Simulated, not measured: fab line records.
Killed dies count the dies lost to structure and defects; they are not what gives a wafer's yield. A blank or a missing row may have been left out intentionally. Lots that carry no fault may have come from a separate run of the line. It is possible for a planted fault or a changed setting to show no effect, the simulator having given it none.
Matching of chambers :: flow n5_finfet :: ald_metal-01 running N5_HKMG_FIN_ALD_21: 4 sister chambers
The step deposits TiN, target thk 1.5 nm, pulse time 1 s, purge time 3 s. 4 wafers are shown with their chamber, then 11 later ones without.

WAFERS, EACH WITH ITS CHAMBER
wafer: L084.6
chamber: 2
heater_power_w (W): 692

wafer: L089.6
chamber: 0
heater_power_w (W): 1104

wafer: L092.5
chamber: 1
heater_power_w (W): 889

wafer: L093.3
chamber: 3
heater_power_w (W): 771

WAFERS WHOSE CHAMBER IS MISSING
wafer: L093.5
heater_power_w (W): 761

wafer: L093.6
heater_power_w (W): 692

wafer: L094.2
heater_power_w (W): 681

wafer: L094.3
heater_power_w (W): 792

wafer: L094.6
heater_power_w (W): 785

wafer: L095.2
heater_power_w (W): 677

wafer: L095.5
heater_power_w (W): 1116

wafer: L095.6
heater_power_w (W): 770

wafer: L097.2
heater_power_w (W): 929

wafer: L097.3
heater_power_w (W): 1100

wafer: L097.6
heater_power_w (W): 903

THE CHAMBER EACH PASSED THROUGH
wafer: L093.5
from the rows above: 3
in truth: 3

wafer: L093.6
from the rows above: 2
in truth: 2

wafer: L094.2
from the rows above: 2
in truth: 2

wafer: L094.3
from the rows above: 3
in truth: 3

wafer: L094.6
from the rows above: 3
in truth: 3

wafer: L095.2
from the rows above: 2
in truth: 2

wafer: L095.5
from the rows above: 0
in truth: 0

wafer: L095.6
from the rows above: 3
in truth: 3

wafer: L097.2
from the rows above: 1
in truth: 1

wafer: L097.3
from the rows above: 0
in truth: 0

wafer: L097.6
from the rows above: 1
in truth: 1
Correct placement for 11 of the 11. From these rows, 0 cannot be placed. 0 placed wrongly.
How it was worked out, from the rows above alone: a wafer's distance from a chamber is the root of the sum, over the readings, of the square of ((its reading less the chamber's mean) divided by the reading's scatter). The wafer belongs to the nearest chamber; if the next one is less than 2 further off, it can't be placed. A chamber's mean is the mean of its shown wafers. The scatter: with one shown wafer a chamber, the root of the mean of the squares of how far each hidden wafer lies from its nearest shown one.
